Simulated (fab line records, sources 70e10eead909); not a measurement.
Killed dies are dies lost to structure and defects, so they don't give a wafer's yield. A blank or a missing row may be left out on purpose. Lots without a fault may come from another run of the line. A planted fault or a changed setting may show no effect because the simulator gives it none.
Chamber matching | flow nand_harc | NHARC_P_M1_CMP_23 on cmp-02: 4 sister chambers
The step polishes, t overpolish 20 s, target thk 157.82 nm. 4 wafers are shown with their chamber, then 7 later ones without.

WAFERS WITH THEIR CHAMBER
wafer  | chamber | motor_current_A (A)
L085.4 | 2       | 11.5
L088.3 | 3       | 12.0
L090.2 | 1       | 10.4
L090.3 | 0       | 11.3

WAFERS WITHOUT THEIR CHAMBER
wafer  | motor_current_A (A)
L091.3 | 11.2
L091.4 | 11.8
L093.1 | 12.1
L095.2 | 11.2
L095.4 | 10.8
L097.2 | 12.2
L097.3 | 11.4

WHICH CHAMBER EACH WENT THROUGH
wafer  | from the rows above          | in truth
L091.3 | can't be placed: 0 or 2      | 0
L091.4 | can't be placed: 3 or 2 or 0 | 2
L093.1 | 3                            | 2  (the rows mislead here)
L095.2 | can't be placed: 0 or 2      | 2
L095.4 | can't be placed: 1 or 0 or 2 | 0
L097.2 | 3                            | 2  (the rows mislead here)
L097.3 | can't be placed: 0 or 2      | 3
Placed correctly: 0 of 7. Can't be placed from these rows: 5 (the true chamber is among the candidates in 4). Placed wrongly: 2.
How it was worked out, from the rows above alone: a wafer's distance from a chamber is the root of the sum, over the readings, of the square of ((its reading less the chamber's mean) divided by the reading's scatter). The wafer belongs to the nearest chamber; if the next one is less than 2 further off, it can't be placed. A chamber's mean is the mean of its shown wafers. The scatter: with one shown wafer a chamber, the root of the mean of the squares of how far each hidden wafer lies from its nearest shown one.
